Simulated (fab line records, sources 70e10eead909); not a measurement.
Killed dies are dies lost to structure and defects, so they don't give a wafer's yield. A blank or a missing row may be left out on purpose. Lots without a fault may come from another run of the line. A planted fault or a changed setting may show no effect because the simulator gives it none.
Chamber matching | flow nand_harc | NHARC_P_GATE_ALD_36 on ald_sin-02: 4 sister chambers
The step deposits SiNx, target thk 20 nm, pulse time 60 s, ald cycles 223. 4 wafers are shown with their chamber, then 8 later ones without.

WAFERS WITH THEIR CHAMBER
wafer  | chamber | heater_power_w (W)
L086.4 | 0       | 789
L089.1 | 3       | 847
L089.3 | 1       | 738
L091.4 | 2       | 891

WAFERS WITHOUT THEIR CHAMBER
wafer  | heater_power_w (W)
L091.3 | 801
L091.2 | 735
L094.3 | 881
L094.4 | 781
L094.2 | 744
L097.1 | 901
L097.4 | 788
L097.6 | 725

WHICH CHAMBER EACH WENT THROUGH
wafer  | from the rows above | in truth
L091.3 | 0                   | 0
L091.2 | 1                   | 1
L094.3 | 2                   | 2
L094.4 | 0                   | 0
L094.2 | 1                   | 1
L097.1 | 2                   | 2
L097.4 | 0                   | 0
L097.6 | 1                   | 1
Placed correctly: 8 of 8. Can't be placed from these rows: 0. Placed wrongly: 0.
How it was worked out, from the rows above alone: a wafer's distance from a chamber is the root of the sum, over the readings, of the square of ((its reading less the chamber's mean) divided by the reading's scatter). The wafer belongs to the nearest chamber; if the next one is less than 2 further off, it can't be placed. A chamber's mean is the mean of its shown wafers. The scatter: with one shown wafer a chamber, the root of the mean of the squares of how far each hidden wafer lies from its nearest shown one.
